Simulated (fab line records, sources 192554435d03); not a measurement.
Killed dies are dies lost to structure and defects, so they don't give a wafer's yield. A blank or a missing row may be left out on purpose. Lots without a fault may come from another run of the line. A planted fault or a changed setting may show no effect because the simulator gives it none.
Chamber matching | flow n5_finfet | N5_BEOL_M9_DESCUM_33 on rie_diel-04: 4 sister chambers
The step chemistry O2, time 7 s. 4 wafers are shown with their chamber, then 8 later ones without.

WAFERS WITH THEIR CHAMBER
wafer  | chamber | throttle_valve_pct (%)
L085.6 | 2       | 20.5
L088.2 | 3       | 19.7
L088.6 | 0       | 20.2
L093.1 | 1       | 20.6

WAFERS WITHOUT THEIR CHAMBER
wafer  | throttle_valve_pct (%)
L093.4 | 19.8
L093.5 | 20.6
L095.1 | 19.8
L095.3 | 20.6
L095.4 | 20.6
L097.1 | 20.3
L097.2 | 20.6
L097.5 | 19.8

WHICH CHAMBER EACH WENT THROUGH
wafer  | from the rows above     | in truth
L093.4 | 3                       | 3
L093.5 | can't be placed: 1 or 2 | 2
L095.1 | 3                       | 3
L095.3 | can't be placed: 1 or 2 | 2
L095.4 | can't be placed: 1 or 2 | 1
L097.1 | can't be placed: 0 or 2 | 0
L097.2 | can't be placed: 1 or 2 | 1
L097.5 | 3                       | 3
Placed correctly: 3 of 8. Can't be placed from these rows: 5 (the true chamber is among the candidates in 5). Placed wrongly: 0.
How it was worked out, from the rows above alone: a wafer's distance from a chamber is the root of the sum, over the readings, of the square of ((its reading less the chamber's mean) divided by the reading's scatter). The wafer belongs to the nearest chamber; if the next one is less than 2 further off, it can't be placed. A chamber's mean is the mean of its shown wafers. The scatter: with one shown wafer a chamber, the root of the mean of the squares of how far each hidden wafer lies from its nearest shown one.
